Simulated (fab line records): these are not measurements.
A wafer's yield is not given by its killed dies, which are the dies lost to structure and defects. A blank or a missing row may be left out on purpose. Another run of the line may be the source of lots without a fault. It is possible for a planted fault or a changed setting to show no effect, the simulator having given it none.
A struck lot beside a sound one | flow nand_harc | 15 out of 1302 route steps
Sound: wafers L512.1, L512.3, L512.4. Struck: wafer L510.6 (L510.4, L510.5, from the same lot, were not struck and are left out); the cause is given at the end.
Each step with rows lists, per side, the tool, then ch with its chambers, then its first start. Under that, the readings that differ: sound wafers | struck wafers | difference of the means | sigmas: that difference in standard deviations of wafers without a fault.
alike: a reading whose means differ by less than 2 such deviations, as well as words and numbers matching on both sides. not compared: withheld readings; readings where some wafer has no value; bounds like >300 that might hide an equal value; numbers whose values overlap and for which the record gives no deviation.
The two part at a step that has a row with sigmas, a row that says differs or no value, or rows on one side only. Non-overlapping numbers with no deviation appear without sigmas and do not part them. A reading missing from all wafers of one side parts the sides only when that side holds two or more wafers.

first, 8 steps without rows for these wafers: NHARC_P_GATE_DEHYDRATE_18 (time 120 s); NHARC_P_GATE_HMDS_19 (time 30 s); NHARC_P_GATE_COAT_20 (resist thk 90 nm); NHARC_P_GATE_SOFTBAKE_21 (time 55 s); NHARC_P_GATE_EBR_22; NHARC_P_GATE_EXPOSE_23 (exposes mask P GATE, target cd 120 nm); NHARC_P_GATE_PEB_24 (peb time 65 s); NHARC_P_GATE_DEVELOP_25 (develop time 35 s).
NHARC_P_GATE_CD_MEAS_26: target cd 120 nm.
  sound on cd_sem-02 ch 0, day 11 02:32; struck on cd_sem-03 ch 0, day 9 17:37
  alike: cd_nm
NHARC_P_GATE_OVL_MEAS_27:
  sound: overlay-01 at day 11 02:38; struck: overlay-02 at day 9 17:41
  reading           | sound          | struck | difference | sigmas
  overlay_x_nm (nm) | -1.4 -0.9 -1.3 | 0.1    | +1.3       | +2
  alike: overlay_y_nm
NHARC_P_GATE_INSPECT_28:
  sound: defect_inspect-02 at day 11 02:40; struck: defect_inspect-01 at day 9 17:44
  alike: raw_defect_count
NHARC_P_GATE_DESCUM_31: chemistry O2, time 3 s.
  sound on rie_diel-01 ch 1,2,3, day 11 02:52; struck on rie_diel-10 ch 0, day 9 17:49
  alike: drypump_motor_current_A, oes_product_au, rf_vpp_V, showerhead_plenum_p_Torr, throttle_valve_pct
  not compared: rf_hours_counter_h
NHARC_P_GATE_ETCH_104: etches the open film in CF4/CHF3, target depth 60 nm.
  sound on rie_diel-01 ch 0,1,3, day 11 02:56; struck on rie_diel-10 ch 2, day 9 17:55
  reading                         | sound             | struck | difference | sigmas
  oes_product_au (a.u.)           | 0.967 0.962 0.956 | 1.035  | +0.073     | +3
  rf_fwd_power_W (W)              | 493.9 494.0 491.6 | 555.3  | +62.1      | +26
  rf_vpp_V (V)                    | 366.6 370.5 368.5 | 374.3  | +5.8       | +3
  showerhead_plenum_p_Torr (Torr) | 1.48 1.60 1.53    | 1.67   | +0.13      | +2
  alike: drypump_motor_current_A, throttle_valve_pct
NHARC_P_GATE_HM_OPEN_105: chemistry O2/COS, target depth 360 nm.
  sound on rie_diel-01 ch 0,2,3; struck on rie_diel-10 ch 0
  reading                     | sound       | struck | difference | sigmas
  drypump_motor_current_A (A) | 6.4 6.2 6.0 | 5.2    | -1.0       | -2
  alike: oes_product_au, rf_vpp_V, showerhead_plenum_p_Torr, throttle_valve_pct
  not compared: rf_hours_counter_h
following that, these wafers have no rows for 1 step: NHARC_END_SORT_01.

WHERE THEY PART
Last at NHARC_P_GATE_HM_OPEN_105 as far as this record goes, first at NHARC_P_GATE_OVL_MEAS_27.

WHY: what the simulator had put in
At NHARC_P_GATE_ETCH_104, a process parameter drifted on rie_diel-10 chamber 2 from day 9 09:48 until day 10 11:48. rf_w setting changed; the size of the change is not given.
